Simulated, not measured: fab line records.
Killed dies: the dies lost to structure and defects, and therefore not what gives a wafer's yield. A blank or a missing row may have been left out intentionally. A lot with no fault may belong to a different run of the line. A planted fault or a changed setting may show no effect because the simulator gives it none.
Chamber matching | flow nand harc | NHARC_A_CHANNEL_HOLE_D1_ETCH_38 on rie diel-01 has 4 sister chambers
The step etches the open film in CF4, target depth 39 nm, time 65 s. 14 wafers are shown with their chamber, then 7 later ones without.

WAFERS, EACH WITH ITS CHAMBER
wafer  | chamber | drypump motor current A (A) | oes product au (a.u.) | rf vpp V (V)
L074.1 | 0       | 6.5                         | 0.991                 | 151.8
L074.4 | 3       | 6.4                         | 0.999                 | 151.1
L074.5 | 1       | 5.2                         | 0.980                 | 151.1
L078.1 | 3       | 6.3                         | 0.983                 | 152.1
L078.3 | 1       | 5.2                         | 0.983                 | 149.7
L078.4 | 0       | 6.5                         | 0.992                 | 151.8
L079.2 | 3       | 6.4                         | 0.995                 | 152.4
L079.3 | 2       | 6.2                         | 0.994                 | 150.6
L079.6 | 0       | 6.5                         | 0.992                 | 153.0
L082.2 | 0       | 6.5                         | 0.995                 | 152.6
L082.3 | 3       | 6.4                         | 0.987                 | 150.9
L082.5 | 3       | 6.4                         | 0.989                 | 153.4
L087.3 | 3       | 6.3                         | 0.983                 | 151.8
L087.4 | 0       | 6.5                         | 0.984                 | 153.6

SIGNATURES (means of the wafers above)
reading                 | chamber 0 | chamber 1 | chamber 2 | chamber 3 | scatter within a chamber
drypump motor current A | 6.500     | 5.200     | 6.200     | 6.367     | 0.0365
oes product au          | 0.99080   | 0.98150   | 0.99400   | 0.98933   | 0.00532
rf vpp V                | 152.560   | 150.400   | 150.600   | 151.950   | 0.871
Rule: a wafer's distance from a chamber is the root of the sum, over the readings, of the square of ((its reading less the chamber's mean) divided by the reading's scatter). The wafer belongs to the nearest chamber; if the next one is less than 2 further off, it can't be placed. The scatter: take each reading less its chamber's mean, square it, sum over the shown wafers, divide by the number of wafers less the number of chambers, and take the root.

WAFERS MISSING THEIR CHAMBER
wafer  | drypump motor current A (A) | oes product au (a.u.) | rf vpp V (V)
L087.5 | 5.2                         | 0.988                 | 152.3
L092.1 | 6.5                         | 0.994                 | 152.8
L092.3 | 6.2                         | 1.000                 | 150.6
L092.6 | 6.2                         | 0.988                 | 151.8
L093.2 | 6.2                         | 0.998                 | 152.4
L093.4 | 5.2                         | 1.001                 | 149.3
L093.5 | 5.2                         | 0.989                 | 152.0

WHICH CHAMBER EACH WENT THROUGH
wafer  | from the rows above | in truth
L087.5 | 1                   | 1
L092.1 | 0                   | 0
L092.3 | 2                   | 2
L092.6 | 2                   | 2
L093.2 | 2                   | 2
L093.4 | 1                   | 1
L093.5 | 1                   | 1
Placed correctly: 7 of 7. Can't be placed from these rows: 0. 0 placed wrongly.
